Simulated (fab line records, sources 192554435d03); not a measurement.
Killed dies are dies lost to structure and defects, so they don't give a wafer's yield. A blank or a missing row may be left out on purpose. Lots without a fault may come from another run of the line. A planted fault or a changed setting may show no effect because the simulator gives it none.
A struck lot beside a sound one | flow n5_finfet | 44 steps out of a route of 1938
Sound: wafers L377.1, L377.4, L377.6. Struck: wafer L384.5. (L384.3 of the same lot was not struck and is left out.) The cause comes at the end.
At each step with rows: each side's tool, then ch and its chambers, then its first start. Under that, the readings that differ: sound wafers | struck wafers | difference of the means | sigmas: that difference in standard deviations of wafers without a fault.
alike: readings whose means differ by less than 2 such deviations, and words and numbers that are the same on both sides. not compared: withheld readings, readings that some wafer has no value for, bounds like >300 that may hide the same value, and numbers for which the record gives no deviation and whose values overlap.
The two part at a step that has a row with sigmas, a row that says differs or no value, or rows on one side only. Numbers that don't overlap but have no deviation are shown without sigmas and don't part them. A reading that every wafer of one side lacks parts them only if that side has two wafers or more.

N5_DUMMY_GATE_ETCH_44: etches poly-Si in HBr/O2, stops on SiO2, target depth 127.5 nm.
  sound on rie_si-01 ch 0,1, day 3 12:28; struck on rie_si-01 ch 1, day 5 06:07
  alike: drypump_motor_current_A, oes_product_au, throttle_valve_pct
  not compared: rf_hours_counter_h
N5_DUMMY_GATE_CD_MEAS_24: target cd 15 nm.
  sound on cd_sem-01, day 3 12:35; struck on cd_sem-01, day 5 06:14
  alike: cd_nm
N5_DUMMY_GATE_ETCH_42: etches SiO2 in CHF3/O2, target depth 3.5 nm, time 31 s.
  sound on rie_diel-01 ch 0,1,2, day 3 12:38; struck on rie_diel-04 ch 2, day 5 06:16
  reading                     | sound             | struck | difference | sigmas
  drypump_motor_current_A (A) | 5.3 5.5 5.4       | 6.2    | +0.8       | +2
  oes_product_au (a.u.)       | 0.88 0.77 0.71    | 0.97   | +0.18      | +3
  throttle_valve_pct (%)      | 18.72 18.69 19.27 | 18.10  | -0.79      | -3
  alike: rf_vpp_V, showerhead_plenum_p_Torr
  not compared: rf_hours_counter_h
N5_DUMMY_GATE_STRIP_48: strips in N2/H2, time 20 s.
  sound on rie_diel-01 ch 0,1,2, day 3 12:41; struck on rie_diel-04 ch 2, day 5 06:19
  reading                     | sound             | struck | difference | sigmas
  drypump_motor_current_A (A) | 5.3 5.5 5.4       | 6.2    | +0.8       | +2
  oes_product_au (a.u.)       | 0.87 0.76 0.71    | 0.96   | +0.18      | +3
  throttle_valve_pct (%)      | 11.91 12.14 12.63 | 11.65  | -0.58      | -2
  alike: rf_vpp_V, showerhead_plenum_p_Torr
  not compared: rf_hours_counter_h
then, 5 steps without rows for these wafers: N5_DUMMY_GATE_PRECLEAN_33 (cleans in dHF, time 10 s); N5_DUMMY_GATE_PRECLEAN_25 (cleans in O3/DIW, time 45 s); N5_DUMMY_GATE_PRECLEAN_51 (cleans in SC2, time 45 s); N5_DUMMY_GATE_SRD_26 (time 30 s); N5_DUMMY_GATE_UV_OZONE_45 (time 120 s).
N5_DUMMY_GATE_INSPECT_27: inspects for defects (brightfield).
  sound on defect_inspect-01, day 3 12:52; struck on defect_inspect-02, day 5 06:31
  alike: raw_defect_count
N5_SPACER0_ALD_07: deposits SiNx, target thk 2 nm.
  sound on ald_sin-03 ch 2,3, day 3 12:54; struck on ald_sin-02 ch 3, day 5 06:33
  alike: chamber_pressure_Torr, heater_power_w
then, 1 step without rows for these wafers: N5_SPACER0_ALD_00 (deposits SiOCN, target thk 3.5 nm, pulse time 3 s, purge time 2 s).
N5_SPACER0_ALD_08: deposits SiNx, target thk 2 nm.
  sound on ald_sin-03 ch 2,3, day 3 13:19; struck on ald_sin-02 ch 3, day 5 06:58
  reading                                  | sound | struck | difference | sigmas
  model.SiNx_of_SPACER0_ALD_08.thk_nm (nm) | 2 2 2 | 2.4    | +0.4       |
  alike: chamber_pressure_Torr, heater_power_w
N5_SPACER0_INSPECT_04: inspects for defects (darkfield).
  sound on defect_inspect-01, day 3 13:28; struck on defect_inspect-01, day 5 07:07
  alike: raw_defect_count
then, 8 steps without rows for these wafers: N5_SD_EPI_N_COAT_32 (time 60 s, resist thk 350 nm); N5_SD_EPI_N_COAT_33 (time 60 s, resist thk 35 nm); N5_SD_EPI_N_COAT_03 (resist thk 150 nm); N5_SD_EPI_N_EBR_05; N5_SD_EPI_N_SOFTBAKE_04 (time 60 s); N5_SD_EPI_N_EXPOSE_06 (exposes mask SD N BLK, target cd 120 nm); N5_SD_EPI_N_PEB_07 (peb time 60 s); N5_SD_EPI_N_DEVELOP_08 (develop time 30 s).
N5_SD_EPI_N_CD_MEAS_09: target cd 120 nm.
  sound on cd_sem-01 ch 0, day 3 13:52; struck on cd_sem-01 ch 0, day 5 07:31
  reading    | sound             | struck | difference | sigmas
  cd_nm (nm) | 119.6 119.5 118.9 | 120.7  | +1.4       | +2
N5_SD_EPI_N_OVL_MEAS_10:
  sound on overlay-02 ch 0, day 3 13:54; struck on overlay-02 ch 0, day 5 07:33
  alike: SD_N_BLK_OVL
N5_SD_EPI_N_INSPECT_11: inspects for defects (macro).
  sound on defect_inspect-02, day 3 13:55; struck on defect_inspect-02, day 5 07:34
  alike: raw_defect_count
then, 9 steps without rows for these wafers: N5_SD_EPI_N_DESCUM_14 (chemistry O2, time 7.9 s); N5_SD_EPI_N_ETCH_34 (etches SiARC in CF4, target depth 45.5 nm, time 75.8 s); N5_SD_EPI_N_ETCH_35 (etches SOC in N2/H2, overetch 108 nm, time 486 s); N5_SD_EPI_N_STRIP_36 (strips in N2/H2); N5_SD_EPI_N_ETCHBACK_44 (etches SiNx in CH3F/O2, stops on SiO2, target depth 14.5 nm); N5_SD_EPI_N_ETCH_45 (etches SiOCN in CH3F/O2, target depth 6 nm); N5_SD_EPI_N_ETCH_16 (etches SiO2 in CHF3/O2, target depth 5 nm); N5_SD_EPI_N_STRIP_47 (strips in CHF3/O2); N5_SD_EPI_N_SD_RECESS_17 (chemistry HBr/Cl2/O2, target depth 41 nm, time 23.7 s, bt time 3 s).
N5_SD_EPI_N_STRIP_38: strips in N2/H2.
  sound on plasma_asher-01 ch 0,1, day 3 15:48; struck on plasma_asher-02 ch 1, day 5 09:16
  alike: drypump_motor_current_A, heater_power_w, oes_product_au
  not compared: rf_hours_counter_h
then, 6 steps without rows for these wafers: N5_SD_EPI_N_WET_ETCH_43 (etches SiO2 in dHF, time 14 s, target depth 1.5 nm); N5_SD_EPI_N_STRIP_18 (strips in SPM, time 750 s); N5_SD_EPI_N_SRD_20 (time 30 s); N5_SD_EPI_N_PRECLEAN_48 (cleans in NF3:NH3, afs cycles 2, time 20 s, sublimation time 60 s); N5_SD_EPI_N_VAPOR_ETCH_50 (etches Si in HCl, time 54 s); N5_SD_EPI_N_EPI_21 (deposits Si:P, time 690 s).
N5_SD_EPI_N_EPI_MEAS_23:
  sound on film_metro-02, day 3 18:25; struck on film_metro-02, day 5 12:37
  alike: thk_nm
-- the record jumps here: 6 days lie between the struck wafers' starts before and after (it left off in module SD_EPI_N and takes up again in module BEOL_M4, whose first step shown is number 1111 of the route) --
N5_BEOL_M4_RC_MEAS_101:
  sound on prober-01 ch 0, day 8 19:04; struck on prober-01 ch 0, day 11 01:17
  reading        | sound                | struck | difference | sigmas
  IOFF_P (nA/um) | 0.23 0.21 0.21       | 0.15   | -0.07      | -2
  ION_N (uA/um)  | 690 684 675          | 653    | -30        | -3
  ION_P (uA/um)  | 476 469 465          | 452    | -18        | -3
  VT_N (mV)      | 246.6 249.3 249.5    | 254.7  | +6.2       | +2
  VT_P (mV)      | -248.7 -247.0 -247.9 | -254.1 | -6.2       | -2
  alike: DIBL_N, DIBL_P, IOFF_N, REXT_N, SS_N, SS_P
-- the record jumps here: 5 days lie between the struck wafers' starts before and after (it left off in module BEOL_M4 and takes up again in module PASSIVATION, whose first step shown is number 1936 of the route) --
N5_PASSIVATION_PROBE_49:
  the record has rows for the struck wafers here (prober-01, day 15 15:05) and none for the sound ones

WHERE THEY PART
First at N5_DUMMY_GATE_ETCH_42; last, within this record, at N5_PASSIVATION_PROBE_49.

WHY: what the simulator had put in
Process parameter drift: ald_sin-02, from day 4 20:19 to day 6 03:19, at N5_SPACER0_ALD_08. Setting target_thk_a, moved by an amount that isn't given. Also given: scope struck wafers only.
